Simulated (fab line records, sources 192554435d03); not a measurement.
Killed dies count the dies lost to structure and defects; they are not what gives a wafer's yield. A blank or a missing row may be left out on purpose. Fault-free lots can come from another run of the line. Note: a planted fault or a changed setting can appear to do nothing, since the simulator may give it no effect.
Split-lot experiment + flow n5-finfet + 7 lots, 21 wafers read, on a route of 1938 steps

== THE SPLIT ITSELF ==
At N5_BEOL_M3_COAT_76 (time 60 s, resist thk 5 nm), the setting spin-rpm was moved away from the recipe's 1500 rpm on 3 of the 21 wafers read, by -5.7% to +6.4%. This setting was run at the recipe's value on the other wafers.

== FROM THE SPLIT TO THE READING: what the file shows between them, 3 steps ==
- N5_BEOL_M3_COAT_22: resist thk 30 nm
- N5_BEOL_M3_EBR_24
- N5_BEOL_M3_DESCUM_33: chemistry O2, time 7 s

== THE READING ==
etch.depth-nm (the simulator's own value, which no gauge read), in nm, at N5_BEOL_M3_ETCH_77 (etches underlayer in N2/H2, target depth 6.5 nm, time 5.2 s). No usual value for it is given in the file. Across the 18 wafers here that went through the recipe, the average is 5.009 nm and the standard deviation 0.016 nm.

| wafer  | tool, chamber at the split | spin-rpm as run, rpm | against the recipe | etch.depth-nm, nm | against lot-mates on the recipe |
|--------|----------------------------|----------------------|--------------------|-------------------|---------------------------------|
| L074.1 | litho-track-02, 0          | 1500                 | recipe             | 5.031             | -                               |
| L074.4 | litho-track-02, 0          | 1500                 | recipe             | 5.02              | -                               |
| L074.5 | litho-track-02, 0          | 1500                 | recipe             | 5.023             | -                               |
| L077.1 | litho-track-03, 0          | 1500                 | recipe             | 4.978             | -                               |
| L077.3 | litho-track-03, 0          | 1500                 | recipe             | 4.973             | -                               |
| L077.4 | litho-track-03, 0          | 1596                 | +6.4%              | 4.824             | -0.152                          |
| L079.1 | litho-track-02, 0          | 1500                 | recipe             | 5.021             | -                               |
| L079.2 | litho-track-02, 0          | 1500                 | recipe             | 5.007             | -                               |
| L079.3 | litho-track-02, 0          | 1500                 | recipe             | 5.006             | -                               |
| L084.1 | litho-track-03, 0          | 1415                 | -5.7%              | 5.135             | +0.123                          |
| L084.3 | litho-track-03, 0          | 1415                 | -5.7%              | 5.144             | +0.132                          |
| L084.6 | litho-track-03, 0          | 1500                 | recipe             | 5.012             | -                               |
| L085.2 | litho-track-01, 0          | 1500                 | recipe             | 4.994             | -                               |
| L085.4 | litho-track-01, 0          | 1500                 | recipe             | 5.007             | -                               |
| L085.5 | litho-track-01, 0          | 1500                 | recipe             | 5.036             | -                               |
| L088.1 | litho-track-02, 0          | 1500                 | recipe             | 5.011             | -                               |
| L088.4 | litho-track-02, 0          | 1500                 | recipe             | 5.009             | -                               |
| L088.5 | litho-track-02, 0          | 1500                 | recipe             | 5.021             | -                               |
| L096.1 | litho-track-01, 0          | 1500                 | recipe             | 5.007             | -                               |
| L096.3 | litho-track-01, 0          | 1500                 | recipe             | 5.006             | -                               |
| L096.6 | litho-track-01, 0          | 1500                 | recipe             | 5.005             | -                               |

THE FIT
A straight line over all 21 wafers: etch.depth-nm changes by -0.0254 nm for each +1% of spin-rpm; r = -0.96; the points scatter about the line by 0.016 nm.
The same after taking each lot's own level away (the mean of its wafers on the recipe; 21 wafers): -0.023 nm for each +1%; r = -0.99; scatter 0.0083 nm.
The reading moves by 0.15 nm for the largest change in spin-rpm, on that fit.
Across the lots, their own levels run from 4.9755 to 5.0247 nm, a range of 3.2 times the standard deviation given above.
In other words, the slope is changed by the lot-to-lot level; the two fits disagree.
Check: -0.144 nm against its lot-mates is what the line predicts for one of the wafers moved furthest among these (+6.4%) when that wafer is left out of the fit. It came out at -0.152 nm against them.

== FILE'S OWN FIT ==
etch.depth-nm changes by -0.0231 nm for each +1% of spin-rpm, r = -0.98.
